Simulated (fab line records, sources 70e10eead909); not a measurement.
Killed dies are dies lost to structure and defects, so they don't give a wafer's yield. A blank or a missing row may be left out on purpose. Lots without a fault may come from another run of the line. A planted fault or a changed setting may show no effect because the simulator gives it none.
fab line records | flow nand_harc | part 1 of 2: steps 1 to 20 of 28
record lots=5 wafers=15 last_day=24
route steps=1159 shown A_CONTACT@891
lots that met no fault: from a run of the same line without faults
start_h: hours from the record's first day to the start of the lot's first wafer shown | wait_h: hours since the lot's step before | " the same as in the row above | L1.1+2: a row that stands for several wafers | - no value, or no start given | * or withheld: withheld | < > ~ a bound
route shown NAME@n: a module of which the file shows steps, and the number in the route of the first | usual: mean/standard deviation of fault-free wafers | same: alike in all rows | chamber/n: place in a boat | sites: the reading at each site | _std_site: their standard deviation | _edge_site: outer sites' mean less inner sites' | radius_mm: how far each site lies from the wafer's centre | mask NAME#n: copy n | behind: the tool/chamber that last shaped the wafer | hold: why the lot was held/for how many hours/how that ended | device: the transistor (n, p or np) that didn't switch | end of line: the same wafers' tests at the end of the route | a step without rows: its recipe alone | killed: dies lost to structure and defects at the first sort, not the wafer's yield | map: a wafer's dies, x killed, . not, _ none there
set.NAME: the setting as run; set.NAME@STEP: as run at that earlier step | model.NAME: the simulator's own value behind a step, which no gauge read
lots at some steps of the route; a table a step, a row a wafer
services: from which hour (start_h, from the record's first day; less than 0 if before it) a tool's chamber was out of use, for how many hours, and why
## steps
# step NHARC_A_CONTACT_SOFTBAKE_64
# recipe temp_c=105 time_s=55
# columns lot.wafer tool chamber start_h wait_h
L083.1+2+5 litho_track-06 0 - -
L087.1+2+6 litho_track-01 0 - -
L091.2+3+4 litho_track-06 0 - -
L085.1+3+5 litho_track-06 0 - -
L096.1+3+4 litho_track-04 0 - -
# step NHARC_A_CONTACT_EBR_65
# columns lot.wafer tool chamber start_h wait_h
L083.1+2+5 litho_track-06 0 - -
L087.1+2+6 litho_track-01 0 - -
L091.2+3+4 litho_track-06 0 - -
L085.1+3+5 litho_track-06 0 - -
L096.1+3+4 litho_track-04 0 - -
# step NHARC_A_CONTACT_EXPOSE_66
# recipe na=1.35 sigma_outer=0.8 dose_mj=59.02 mask_id=A_CC_2
# columns lot.wafer tool chamber start_h wait_h mask
L083.1+2+5 arfi_scanner-03 0 436.33 - A_CC_2#0
L087.1+2+6 arfi_scanner-03 0 466.12 - A_CC_2#0
L091.2+3+4 arfi_scanner-01 0 476.62 - A_CC_2#0
L085.1+3+5 arfi_scanner-01 0 478.53 - A_CC_2#0
L096.1+3+4 arfi_scanner-02 0 513.36 - A_CC_2#0
# step NHARC_A_CONTACT_PEB_67
# recipe peb_temp_c=100 peb_time_s=65
# columns lot.wafer tool chamber start_h wait_h
L083.1+2+5 litho_track-01 0 436.39 0.1
L087.1+2+6 litho_track-04 0 466.18 0.1
L091.2+3+4 litho_track-04 0 476.67 0.1
L085.1+3+5 litho_track-04 0 478.59 0.1
L096.1+3+4 litho_track-01 0 513.42 0.1
# step NHARC_A_CONTACT_DEVELOP_68
# recipe develop_time_s=35 dev_temp_c=23
# columns lot.wafer tool chamber start_h wait_h
L083.1+2+5 litho_track-01 0 - -
L087.1+2+6 litho_track-04 0 - -
L091.2+3+4 litho_track-04 0 - -
L085.1+3+5 litho_track-04 0 - -
L096.1+3+4 litho_track-01 0 - -
# step NHARC_A_CONTACT_CD_MEAS_69
# recipe target_cd_nm=200 landing_energy_ev=500
# usual cd_nm=199.9/0.44
# columns lot.wafer tool chamber start_h wait_h cd_nm
L083.1 cd_sem-01 0 436.47 - 199.5
L083.2 " 0 " " 199.6
L083.5 " 0 " " 199.9
L087.1 cd_sem-02 0 466.26 - 200.3
L087.2 " 0 " " 200.3
L087.6 " 0 " " 200.4
L091.2 cd_sem-02 0 476.75 - 198.9
L091.3 " 0 " " 199.4
L091.4 " 0 " " 199.5
L085.1 cd_sem-03 0 478.67 - 199.6
L085.3 " 0 " " 200.1
L085.5 " 0 " " 200.0
L096.1 cd_sem-01 0 513.50 - 198.9
L096.3 " 0 " " 199.9
L096.4 " 0 " " 199.2
# step NHARC_A_CONTACT_OVL_MEAS_70
# usual overlay_x_nm=-0.1/0.87 overlay_y_nm=0.0/0.76
# columns lot.wafer tool chamber start_h wait_h overlay_x_nm overlay_y_nm
L083.1 overlay-01 - 436.56 - -0.1 -0.7
L083.2 " - " " -0.1 -0.5
L083.5 " - " " -0.1 -0.5
L087.1 overlay-02 - 466.35 - -0.5 0.7
L087.2 " - " " -0.6 0.5
L087.6 " - " " -0.2 0.6
L091.2 overlay-01 - 476.84 - -1.2 0.7
L091.3 " - " " -0.7 0.3
L091.4 " - " " -1.3 0.3
L085.1 overlay-02 - 478.76 - 0.8 -0.8
L085.3 " - " " 0.9 -0.8
L085.5 " - " " 0.7 -1.9
L096.1 overlay-01 - 513.59 - -1.9 1.1
L096.3 " - " " -1.8 1.0
L096.4 " - " " -1.7 1.4
# step NHARC_A_CONTACT_INSPECT_71
# usual raw_defect_count=28/12
# columns lot.wafer tool chamber start_h wait_h raw_defect_count
L083.1 defect_inspect-01 - 436.60 0.0 59
L083.2 " - " " 65
L083.5 " - " " 36
L087.1 defect_inspect-01 - 466.39 0.0 10
L087.2 " - " " 13
L087.6 " - " " 13
L091.2 defect_inspect-01 - 476.88 0.0 32
L091.3 " - " " 56
L091.4 " - " " 45
L085.1 defect_inspect-02 - 478.79 0.0 21
L085.3 " - " " 33
L085.5 " - " " 36
L096.1 defect_inspect-01 - 513.63 0.0 44
L096.3 " - " " 38
L096.4 " - " " 43
# step NHARC_A_CONTACT_DESCUM_74
# recipe time_s=3 o2_flow_sccm=200 ar_flow_sccm=0 bias_power_w=0 chemistry=O2
# usual drypump_motor_current_A=5.6/0.57 oes_product_au=1.001/0.0075 rf_vpp_V=57.8/0.85 showerhead_plenum_p_Torr=1.88/0.082 throttle_valve_pct=11.312/0.0094
# columns lot.wafer tool chamber start_h wait_h drypump_motor_current_A oes_product_au rf_hours_counter_h rf_vpp_V showerhead_plenum_p_Torr throttle_valve_pct
L083.2 rie_diel-01 1 436.67 0.1 5.1 1.007 39 59.4 2.00 11.314
L083.1 " 3 " " 5.6 1.004 42 57.6 1.91 11.321
L083.5 " 0 " " 6.2 0.991 - 59.0 1.95 11.310
L087.2 rie_diel-05 2 466.48 0.1 4.7 1.009 18 56.8 1.90 11.303
L087.1 " 3 " " 5.0 1.001 17 59.1 1.89 11.312
L087.6 " 1 " " 6.1 1.007 - 57.6 1.83 11.315
L091.2 rie_diel-01 3 476.95 0.1 5.7 0.998 58 58.4 1.90 11.323
L091.4 " 0 " " 6.2 0.991 57 57.4 1.95 11.316
L091.3 " 1 " " 5.1 0.992 56 58.6 1.99 11.307
L085.1 rie_diel-05 0 478.86 0.1 5.8 0.992 18 57.3 1.86 11.319
L085.3 " 3 " " 5.0 0.975 20 57.0 1.89 11.304
L085.5 " 1 " " 6.1 1.004 - 56.9 1.83 11.316
L096.3 rie_diel-13 3 513.69 0.1 5.4 0.997 20 58.8 2.07 11.319
L096.4 " 1 " " 6.4 1.006 20 58.2 2.07 11.311
L096.1 " 2 " " 6.3 1.006 20 58.6 1.84 11.320
# step NHARC_A_CONTACT_ETCH_75
# recipe target_depth_a=390 over_etch_frac=0.3 time_s=65 ion_energy_ev=80 cf4_flow_sccm=150 ar_flow_sccm=0 rf_w=300 bias_w=100 chemistry=CF4
# usual bias_w=100.01/0.28 drypump_motor_current_A=5.7/0.57 oes_product_au=1.001/0.0075 rf_vpp_V=150.9/1.3 showerhead_plenum_p_Torr=1.74/0.071 throttle_valve_pct=13.283/0.0088
# columns lot.wafer tool chamber start_h wait_h bias_w drypump_motor_current_A oes_product_au rf_hours_counter_h rf_vpp_V showerhead_plenum_p_Torr throttle_valve_pct
L083.2 rie_diel-01 1 436.80 0.1 99.90 5.0 0.995 39 152.1 1.84 13.286
L083.1 " 3 " " 99.77 5.7 0.992 42 151.8 1.76 13.270
L083.5 " 2 " " 100.13 6.2 0.999 - 150.3 1.72 13.277
L087.2 rie_diel-05 2 466.57 0.1 99.85 4.8 1.011 18 149.6 1.76 13.314
L087.1 " 3 " " 99.84 5.0 1.006 17 150.8 1.75 13.285
L087.6 " 2 " " 100.60 4.7 1.008 - 151.5 1.76 13.274
L091.4 rie_diel-01 2 477.02 0.1 100.12 6.3 0.997 59 150.1 1.72 13.287
L091.3 " 3 " " 99.55 5.7 0.999 58 150.5 1.76 13.275
L091.2 " 1 " " 100.15 5.0 0.993 56 152.4 1.83 13.263
L085.3 rie_diel-05 0 478.94 0.1 99.50 5.9 0.987 18 150.5 1.72 13.273
L085.1 " 2 " " 99.87 4.7 1.003 21 151.2 1.76 13.289
L085.5 " 0 " " 99.32 5.8 0.987 - 151.1 1.72 13.276
L096.4 rie_diel-13 2 513.77 0.1 100.06 6.3 1.008 20 149.2 1.71 13.285
L096.1 " 0 " " 100.26 5.4 1.008 20 150.1 1.69 13.280
L096.3 " 1 " " 99.78 6.4 1.015 20 152.4 1.90 13.295
# step NHARC_A_CONTACT_ETCH_76
# recipe target_depth_a=2600 over_etch_frac=0.3 time_s=475.3 ion_energy_ev=200 n2_flow_sccm=150 h2_flow_sccm=150 ar_flow_sccm=0 rf_w=400 bias_w=150 chemistry=N2/H2
# usual bias_w=150.0/0.45 drypump_motor_current_A=5.7/0.57 oes_product_au=1.000/0.0071 rf_vpp_V=429.4/2.6 showerhead_plenum_p_Torr=2.01/0.091 throttle_valve_pct=14.172/0.008
# columns lot.wafer tool chamber start_h wait_h bias_w drypump_motor_current_A oes_product_au rf_hours_counter_h rf_vpp_V showerhead_plenum_p_Torr throttle_valve_pct
L083.1 rie_diel-01 1 - - 150.1 5.1 0.995 40 434.1 2.13 14.176
L083.2 " 3 " " 149.9 5.7 0.993 42 428.6 2.03 14.161
L083.5 " 1 " " 150.7 5.1 0.997 - 433.7 2.13 14.178
L087.1 rie_diel-05 3 - - 149.7 5.0 0.995 17 430.0 2.01 14.172
L087.2 " 2 " " 149.8 4.7 1.008 18 432.2 2.03 14.159
L087.6 " 2 " " 149.7 4.7 1.008 - 429.2 2.03 14.169
L091.3 rie_diel-01 1 - - 150.4 5.1 0.992 56 432.2 2.12 14.165
L091.2 " 2 " " 149.4 6.3 0.997 59 427.5 1.98 14.165
L091.4 " 0 " " 149.7 6.2 0.999 57 430.9 2.08 14.171
L085.3 rie_diel-05 3 - - 149.9 5.0 0.995 20 430.6 2.01 14.179
L085.1 " 0 " " 150.3 5.8 1.002 18 429.5 1.98 14.163
L085.5 " 0 " " 149.5 5.8 0.996 - 427.0 1.98 14.184
L096.4 rie_diel-13 2 - - 149.3 6.3 1.001 20 427.6 1.96 14.178
L096.1 " 0 " " 149.6 5.4 1.010 20 428.8 1.94 14.174
L096.3 " 1 " " 150.7 6.4 0.998 21 435.3 2.21 14.180
# step NHARC_A_CONTACT_ETCH_77
# recipe target_depth_a=726 time_s=36.3 cf4_flow_sccm=100 chf3_flow_sccm=30 ar_flow_sccm=0 rf_w=500 bias_w=200 chemistry=CF4/CHF3
# usual bias_w=200.0/0.64 drypump_motor_current_A=5.7/0.55 oes_product_au=0.942/0.021 rf_vpp_V=369.8/2.3 showerhead_plenum_p_Torr=1.55/0.064 throttle_valve_pct=16.802/0.0093
# columns lot.wafer tool chamber start_h wait_h bias_w drypump_motor_current_A oes_product_au rf_hours_counter_h rf_vpp_V showerhead_plenum_p_Torr throttle_valve_pct
L083.1 rie_diel-01 3 - - 198.9 5.7 0.923 42 371.2 1.57 16.791
L083.2 " 1 " " 199.9 5.1 0.910 40 372.7 1.64 16.802
L083.5 " 3 " " 199.2 5.7 0.916 - 368.8 1.57 16.808
L087.2 rie_diel-05 3 - - 199.7 5.0 0.928 17 368.5 1.55 16.822
L087.1 " 2 " " 200.7 4.8 0.928 18 370.1 1.56 16.796
L087.6 " 1 " " 199.4 6.1 0.926 - 368.6 1.51 16.808
L091.3 rie_diel-01 2 - - 200.4 6.3 0.931 59 368.7 1.53 16.797
L091.4 " 0 " " 199.9 6.2 0.923 58 370.3 1.60 16.811
L091.2 " 1 " " 199.2 5.1 0.922 56 372.2 1.63 16.807
L085.1 rie_diel-05 2 - - 199.7 4.8 0.976 21 371.2 1.56 16.804
L085.3 " 3 " " 199.8 5.0 0.980 20 369.6 1.55 16.803
L085.5 " 0 " " 200.2 5.8 0.951 - 368.5 1.53 16.812
L096.4 rie_diel-13 3 - - 200.5 5.4 0.926 20 373.8 1.69 16.812
L096.1 " 0 " " 201.0 5.4 0.932 20 367.6 1.50 16.794
L096.3 " 1 " " 200.0 6.5 0.932 21 373.9 1.69 16.800
# step NHARC_A_CONTACT_ETCH_78
# recipe target_depth_a=28000 over_etch_frac=0.3 time_s=728 ion_energy_ev=150 o2_flow_sccm=400 cos_flow_sccm=20 ar_flow_sccm=0 rf_w=500 bias_w=300 chemistry=O2/COS
# usual bias_w=300.0/0.96 drypump_motor_current_A=5.6/0.57 oes_product_au=1.001/0.008 rf_vpp_V=313.5/2 showerhead_plenum_p_Torr=3.08/0.13 throttle_valve_pct=28.330/0.01
# columns lot.wafer tool chamber start_h wait_h bias_w drypump_motor_current_A oes_product_au rf_hours_counter_h rf_vpp_V showerhead_plenum_p_Torr throttle_valve_pct
L083.1 rie_diel-01 1 - - 300.4 5.0 0.991 40 313.6 3.25 28.331
L083.2 " 2 " " 300.2 6.3 0.990 44 314.1 3.04 28.323
L083.5 " 0 " " 299.2 6.2 0.978 - 314.6 3.18 28.344
L087.1 rie_diel-05 2 - - 299.5 4.7 1.002 18 313.8 3.10 28.356
L087.2 " 3 " " 300.6 5.0 0.996 17 314.1 3.08 28.330
L087.6 " 3 " " 301.4 5.0 0.989 - 313.9 3.08 28.318
L091.4 rie_diel-01 1 - - 301.2 5.1 1.006 56 317.8 3.24 28.337
L091.3 " 2 " " 300.0 6.3 1.009 60 312.8 3.03 28.329
L091.2 " 0 " " 299.0 6.2 0.995 58 315.5 3.17 28.320
L085.1 rie_diel-05 2 - - 300.2 4.8 1.002 21 313.2 3.10 28.326
L085.3 " 0 " " 298.8 5.8 0.992 18 313.4 3.04 28.328
L085.5 " 2 " " 299.3 4.8 1.004 - 313.8 3.10 28.338
L096.4 rie_diel-13 2 - - 298.4 6.3 1.005 21 311.1 3.01 28.333
L096.1 " 3 " " 299.9 5.3 1.008 20 317.4 3.36 28.349
L096.3 " 0 " " 299.9 5.4 1.013 20 311.4 2.98 28.348
# step NHARC_A_CONTACT_ETCH_124
# recipe source_w=withheld pressure_mtorr=20 bias_v=withheld time_s=140 target_depth_a=7000 ar_flow_sccm=withheld c4f8_flow_sccm=withheld o2_flow_sccm=withheld chemistry=C4F8/O2/Ar
# usual oes_air_line_au=1.002/0.02
# columns lot.wafer tool chamber start_h wait_h oes_air_line_au rf_hours_counter_h
L083.2 har_cap_etch-01 1 437.84 - 1.004 67
L083.1 " 0 " " 0.967 67
L083.5 " 0 " " 0.991 -
L087.2 har_cap_etch-01 1 467.80 - 1.048 70
L087.1 " 0 " " 1.010 70
L087.6 " 0 " " 0.994 -
L091.2 har_cap_etch-03 0 478.06 - 1.004 99
L091.4 " 0 " " 0.985 -
L091.3 " 1 " " 0.998 -
L085.1 har_cap_etch-01 0 480.02 - 0.981 74
L085.3 " 1 " " 1.001 -
L085.5 " 1 " " 0.971 -
L096.1 har_cap_etch-01 0 514.81 - 0.992 82
L096.3 " 0 " " 1.003 -
L096.4 " 1 " " 1.029 -
# step NHARC_A_CONTACT_ETCH_125
# recipe source_w=withheld pressure_mtorr=20 bias_v=1200 time_s=155 target_depth_a=9560 ar_flow_sccm=withheld c4f8_flow_sccm=withheld o2_flow_sccm=withheld chemistry=C4F8/O2/Ar
# usual oes_air_line_au=1.004/0.02
# columns lot.wafer tool chamber start_h wait_h oes_air_line_au rf_hours_counter_h
L083.2 har_cap_etch-01 1 438.04 0.2 0.978 67
L083.1 " 0 " " 1.005 67
L083.5 " 0 " " 1.000 -
L087.2 har_cap_etch-01 1 468.00 0.2 1.034 70
L087.1 " 0 " " 1.007 70
L087.6 " 0 " " 1.022 -
L091.2 har_cap_etch-03 0 478.26 0.2 0.994 99
L091.4 " 0 " " 0.998 -
L091.3 " 1 " " 0.982 -
L085.1 har_cap_etch-01 0 480.21 0.2 1.022 74
L085.3 " 1 " " 1.033 -
L085.5 " 1 " " 1.018 -
L096.1 har_cap_etch-01 0 515.01 0.2 0.987 83
L096.3 " 0 " " 1.008 -
L096.4 " 1 " " 1.024 -
# step NHARC_A_CONTACT_ETCH_126
# recipe source_w=withheld pressure_mtorr=20 bias_v=1200 time_s=155 target_depth_a=9560 ar_flow_sccm=withheld c4f8_flow_sccm=withheld o2_flow_sccm=withheld chemistry=C4F8/O2/Ar
# usual oes_air_line_au=0.996/0.019
# columns lot.wafer tool chamber start_h wait_h oes_air_line_au rf_hours_counter_h
L083.2 har_cap_etch-01 1 438.18 0.1 0.967 67
L083.1 " 0 " " 0.998 67
L083.5 " 0 " " 1.010 -
L087.2 har_cap_etch-01 1 468.15 0.1 0.975 70
L087.1 " 0 " " 1.025 70
L087.6 " 0 " " 0.986 -
L091.2 har_cap_etch-03 0 478.40 0.1 1.010 99
L091.4 " 0 " " 1.041 -
L091.3 " 1 " " 1.018 -
L085.1 har_cap_etch-01 0 480.36 0.1 1.035 74
L085.3 " 1 " " 0.997 -
L085.5 " 1 " " 0.958 -
L096.1 har_cap_etch-01 0 515.15 0.1 1.014 83
L096.3 " 0 " " 0.981 -
L096.4 " 1 " " 0.964 -
# step NHARC_A_CONTACT_ETCH_127
# recipe source_w=withheld pressure_mtorr=20 bias_v=1200 time_s=155 target_depth_a=9560 ar_flow_sccm=withheld c4f8_flow_sccm=withheld o2_flow_sccm=withheld chemistry=C4F8/O2/Ar
# usual oes_air_line_au=1.002/0.021
# columns lot.wafer tool chamber start_h wait_h oes_air_line_au rf_hours_counter_h
L083.2 har_cap_etch-01 1 438.32 0.1 1.012 67
L083.1 " 0 " " 1.003 67
L083.5 " 0 " " 1.010 -
L087.2 har_cap_etch-01 1 468.29 0.1 0.990 70
L087.1 " 0 " " 1.010 70
L087.6 " 0 " " 0.996 -
L091.2 har_cap_etch-03 0 478.54 0.1 0.985 99
L091.4 " 0 " " 1.011 -
L091.3 " 1 " " 1.018 -
L085.1 har_cap_etch-01 0 480.50 0.1 1.001 74
L085.3 " 1 " " 1.040 -
L085.5 " 1 " " 1.023 -
L096.1 har_cap_etch-01 0 515.29 0.1 1.000 83
L096.3 " 0 " " 1.006 -
L096.4 " 1 " " 1.005 -
# step NHARC_A_CONTACT_ETCH_128
# recipe source_w=withheld pressure_mtorr=20 bias_v=1200 time_s=155 target_depth_a=9560 ar_flow_sccm=withheld c4f8_flow_sccm=withheld o2_flow_sccm=withheld chemistry=C4F8/O2/Ar
# usual oes_air_line_au=1.000/0.022
# columns lot.wafer tool chamber start_h wait_h oes_air_line_au rf_hours_counter_h
L083.2 har_cap_etch-01 1 438.46 0.1 0.994 67
L083.1 " 0 " " 1.003 67
L083.5 " 0 " " 0.998 -
L087.2 har_cap_etch-01 1 468.43 0.1 1.003 70
L087.1 " 0 " " 1.008 70
L087.6 " 0 " " 0.993 -
L091.2 har_cap_etch-03 0 478.69 0.1 0.989 99
L091.4 " 0 " " 0.987 -
L091.3 " 1 " " 0.994 -
L085.1 har_cap_etch-01 0 480.64 0.1 1.014 74
L085.3 " 1 " " 1.010 -
L085.5 " 1 " " 0.997 -
L096.1 har_cap_etch-01 0 515.43 0.1 1.001 83
L096.3 " 0 " " 0.994 -
L096.4 " 1 " " 0.997 -
# step NHARC_A_CONTACT_ETCH_129
# recipe source_w=withheld pressure_mtorr=20 bias_v=1200 time_s=155 target_depth_a=9560 ar_flow_sccm=withheld c4f8_flow_sccm=withheld o2_flow_sccm=withheld chemistry=C4F8/O2/Ar
# usual oes_air_line_au=1.000/0.021
# columns lot.wafer tool chamber start_h wait_h oes_air_line_au rf_hours_counter_h
L083.2 har_cap_etch-01 1 438.61 0.1 1.013 67
L083.1 " 0 " " 0.999 67
L083.5 " 0 " " 0.999 -
L087.2 har_cap_etch-01 1 468.57 0.1 0.966 70
L087.1 " 0 " " 0.993 70
L087.6 " 0 " " 0.987 -
L091.2 har_cap_etch-03 0 478.83 0.1 1.037 99
L091.4 " 0 " " 1.071 -
L091.3 " 1 " " 1.042 -
L085.1 har_cap_etch-01 0 480.78 0.1 0.993 74
L085.3 " 1 " " 0.990 -
L085.5 " 1 " " 0.983 -
L096.1 har_cap_etch-01 0 515.58 0.1 0.974 83
L096.3 " 0 " " 1.011 -
L096.4 " 1 " " 0.999 -
# step NHARC_A_CONTACT_ETCH_130
# recipe source_w=withheld pressure_mtorr=20 bias_v=1200 time_s=155 target_depth_a=9560 ar_flow_sccm=withheld c4f8_flow_sccm=withheld o2_flow_sccm=withheld chemistry=C4F8/O2/Ar
# usual oes_air_line_au=1.001/0.019
# columns lot.wafer tool chamber start_h wait_h oes_air_line_au rf_hours_counter_h
L083.2 har_cap_etch-01 1 438.75 0.1 1.004 67
L083.1 " 0 " " 0.993 67
L083.5 " 0 " " 0.981 -
L087.2 har_cap_etch-01 1 468.71 0.1 0.985 71
L087.1 " 0 " " 0.991 71
L087.6 " 0 " " 0.975 -
L091.2 har_cap_etch-03 0 478.97 0.1 0.969 99
L091.4 " 0 " " 1.008 -
L091.3 " 1 " " 1.025 -
L085.1 har_cap_etch-01 0 480.92 0.1 1.006 75
L085.3 " 1 " " 0.998 -
L085.5 " 1 " " 1.023 -
L096.1 har_cap_etch-01 0 515.72 0.1 0.989 83
L096.3 " 0 " " 0.991 -
L096.4 " 1 " " 0.972 -
